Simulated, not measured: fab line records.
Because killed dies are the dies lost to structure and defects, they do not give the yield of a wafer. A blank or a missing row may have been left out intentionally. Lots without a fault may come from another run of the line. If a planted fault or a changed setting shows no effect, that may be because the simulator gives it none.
The same fault as seen by 2 desks / flow n5_finfet / what lay behind the numbers comes last; until then each desk has only its own

== AT THE METROLOGY DESK ==
What the gauges read, lot by lot, whatever tool the lot ran on: means of the sampled wafers that have a number. Any lot whose mean is over 4 standard deviations away from the usual mean is out of limits and marked OUT; that distance is given in the brackets. Shown here are 7 of its 10 readings, the ones lying furthest out on some lot.
Columns: A = DIBL_N at N5_BEOL_M4_RC_MEAS_101, usual 36.3 mV/V; B = IOFF_P at N5_BEOL_M4_RC_MEAS_101, usual 0.21 nA/um; C = ION_N at N5_BEOL_M4_RC_MEAS_101, usual 675 uA/um; D = ION_P at N5_BEOL_M4_RC_MEAS_101, usual 462 uA/um; E = SS_N at N5_BEOL_M4_RC_MEAS_101, usual 71.6 mV/dec; F = VT_N at N5_BEOL_M4_RC_MEAS_101, usual 249 mV; G = VT_P at N5_BEOL_M4_RC_MEAS_101, usual -250 mV
lot=L806; first seen here=day 7 15:28; A=35.2; B=0.19; C=676; D=464; E=71.5; F=252; G=-253
lot=L809; first seen here=day 8 13:29; A=35.1; B=0.17; C=680; D=464; E=71.2; F=253; G=-254
lot=L812; first seen here=day 9 10:17; A=37.0; B=0.23; C=681; D=463; E=72.1; F=249; G=-251
lot=L815; first seen here=day 10 07:46; A=35.8; B=0.19; C=659; D=453; E=70.6; F=252; G=-254
lot=L820; first seen here=day 11 13:41; A=37.2; B=0.29; C=682; D=473; E=71.6; F=246; G=-243
lot=L821; first seen here=day 11 16:40; A=38.1; B=0.25; C=679; D=463; E=72.2; F=248; G=-247
lot=L822; first seen here=day 11 18:43; A=38.3; B=0.20; C=667; D=454; E=72.4; F=251; G=-254
lot=L825; first seen here=day 12 03:55; A=37.0; B=0.23; C=669; D=465; E=71.6; F=252; G=-247
lot=L829; first seen here=day 13 10:06; A=35.4; B=0.20; C=675; D=457; E=71.7; F=249; G=-253
This desk's verdict: no lot among the 9 shows anything out of limits.

== THE TOOL OWNER'S DESK: rie_diel-05 ==
The tool's own readings at N5_DUMMY_GATE_ETCH_42 (etches SiO2 in CHF3/O2, target depth 3.5 nm, time 31 s): means of the sampled wafers that have a number, for each lot that ran on this tool. Any lot whose mean is over 4 standard deviations away from the usual mean is out of limits and marked OUT; that distance is given in the brackets.
Columns: A = bias_w at N5_DUMMY_GATE_ETCH_42, usual 12.00 W; B = drypump_motor_current_A at N5_DUMMY_GATE_ETCH_42, usual 5.8 A; C = oes_product_au at N5_DUMMY_GATE_ETCH_42, usual 0.77 a.u.; D = rf_vpp_V at N5_DUMMY_GATE_ETCH_42, usual 42.3 V; E = showerhead_plenum_p_Torr at N5_DUMMY_GATE_ETCH_42, usual 2.42 Torr; F = throttle_valve_pct at N5_DUMMY_GATE_ETCH_42, usual 18.84 %
lot=L806; first seen here=day 2 22:59; A=12.02; B=5.6; C=0.73; D=41.8; E=2.51; F=18.65
lot=L815; first seen here=day 5 11:52; A=12.00; B=5.9; C=0.75; D=42.5; E=2.48; F=18.75
lot=L820; first seen here=day 6 12:43; A=9.55 (-76) OUT; B=5.8; C=0.78; D=36.1 (-6.2) OUT; E=2.43; F=18.75
lot=L822; first seen here=day 6 23:52; A=9.61 (-75) OUT; B=6.1; C=0.81; D=35.3 (-7.0) OUT; E=2.37; F=18.79
This desk finds L820, L822 out of limits, L820 being first, at day 6 12:43 (bias_w at N5_DUMMY_GATE_ETCH_42). In limits: L806, L815.

== PUT TOGETHER ==
The tool owner's desk could have raised an alarm at day 6 12:43, on L820, L822.
At the metrology desk, nothing out of limits was observed.
The metrology desk holds a record of L820, L822, inside its limits.
On rie_diel-05, each named lot ran N5_DUMMY_GATE_ETCH_42.

== WHAT THE SIMULATOR PUT IN ==
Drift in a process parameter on rie_diel-05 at N5_DUMMY_GATE_ETCH_42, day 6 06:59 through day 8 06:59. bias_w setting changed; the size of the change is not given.
Shown lots that were struck: L820, L822.
Time in hours from fault onset to the first out-of-limits reading at each desk: the tool owner's desk, 6.
